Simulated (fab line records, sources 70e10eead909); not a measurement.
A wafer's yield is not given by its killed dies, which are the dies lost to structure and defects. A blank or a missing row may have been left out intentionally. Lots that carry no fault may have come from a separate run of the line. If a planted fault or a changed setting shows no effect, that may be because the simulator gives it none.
A struck lot beside a sound one    flow nandHarc    17 steps out of a route of 1159
Sound: the wafers L337.2, L337.5, L337.6. Wafers L344.3, L344.4, L344.6 were the ones struck. The cause is given at the end.
Order at every step that has rows: each side's tool, ch and its chambers, its first start. Under that, the readings that differ: sound wafers    struck wafers    difference of the means    sigmas: that difference in standard deviations of wafers without a fault.
alike: readings with means less than 2 such deviations apart, plus words and numbers identical on both sides. not compared: withheld readings, readings lacking a value on some wafer, bounds such as >300 that could conceal the same value, and numbers that have no deviation in the record and whose values overlap.
The two part at a step that has a row with sigmas, a row that says differs or no value, or rows on one side only. Numbers that have no deviation but don't overlap get no sigmas and don't part them. A reading missing from all wafers of one side parts the sides only when that side holds two or more wafers.

NHARC_P_GATE_CD_MEAS_59: the cd target is 720 nm.
  sound on cdSem-02 ch 0, day 5 20:11; struck on cdSem-03 ch 0, day 7 08:58
  alike: cdNm
then, 1 step without rows for these wafers: NHARC_P_GATE_HARDBAKE_60 (time 80 s).
NHARC_P_GATE_DESCUM_61: chemistry O2, time 3 s.
  sound on rieDiel-07 ch 0,3, day 5 20:21; struck on rieDiel-07 ch 1,2,3, day 7 09:08
  alike: drypumpMotorCurrentA, oesProductAu, rfVppV, showerheadPlenumPTorr, throttleValvePct
  not compared: rfHoursCounterH
following that, these wafers have no rows for 1 step: NHARC_P_GATE_IMPLANT_62.
NHARC_P_GATE_STRIP_112: strips in N2/H2, time 200 s.
  sound on plasmaAsher-01 ch 0,1, day 5 20:46; struck on plasmaAsher-01 ch 0,1, day 7 10:09
  alike: drypumpMotorCurrentA, heaterPowerW
  not compared: rfHoursCounterH
NHARC_P_GATE_STRIP_76: strips in O2.
  sound on plasmaAsher-01 ch 0,1, day 5 20:59; struck on plasmaAsher-01 ch 0,1, day 7 10:21
  alike: drypumpMotorCurrentA, heaterPowerW
  not compared: rfHoursCounterH
then, 6 steps without rows for these wafers: NHARC_P_GATE_STRIP_63 (strips in SPM, time 900 s); NHARC_P_GATE_DEHYDRATE_83 (time 120 s); NHARC_P_GATE_HMDS_84 (time 30 s); NHARC_P_GATE_COAT_85; NHARC_P_GATE_SOFTBAKE_86 (time 95 s); NHARC_P_GATE_EBR_87.
NHARC_P_GATE_EXPOSE_88: exposes mask P HVN, target cd 2000 nm.
  sound on krfScanner-02 ch 0, day 5 21:46; struck on krfScanner-02 ch 0, day 7 10:58
reading  sound                    struck                            difference  sigmas
mask     P_HVN#0 P_HVN#0 P_HVN#0  P_HVN_R1#0 P_HVN_R1#0 P_HVN_R1#0  differs     
then, 2 steps without rows for these wafers: NHARC_P_GATE_PEB_89 (peb time 85 s); NHARC_P_GATE_DEVELOP_90 (time 70 s).
NHARC_P_GATE_CD_MEAS_91: the cd target is 2000 nm.
  sound on cdSem-03 ch 0, day 5 21:55; struck on cdSem-03 ch 0
reading    sound                 struck                difference  sigmas
cdNm (nm)  1999.5 2002.0 2001.9  1894.7 1895.8 1894.9  -106.0      -66
  not compared: hold
NHARC_END_SORT_01:
  the record has rows for the sound wafers here (prober-01 ch 0, day 20 07:04) and none for the struck ones

== WHERE THEY PART ==
Last at NHARC_END_SORT_01 as far as this record goes, first at NHARC_P_GATE_EXPOSE_88.

WHY: whatever the simulator had introduced
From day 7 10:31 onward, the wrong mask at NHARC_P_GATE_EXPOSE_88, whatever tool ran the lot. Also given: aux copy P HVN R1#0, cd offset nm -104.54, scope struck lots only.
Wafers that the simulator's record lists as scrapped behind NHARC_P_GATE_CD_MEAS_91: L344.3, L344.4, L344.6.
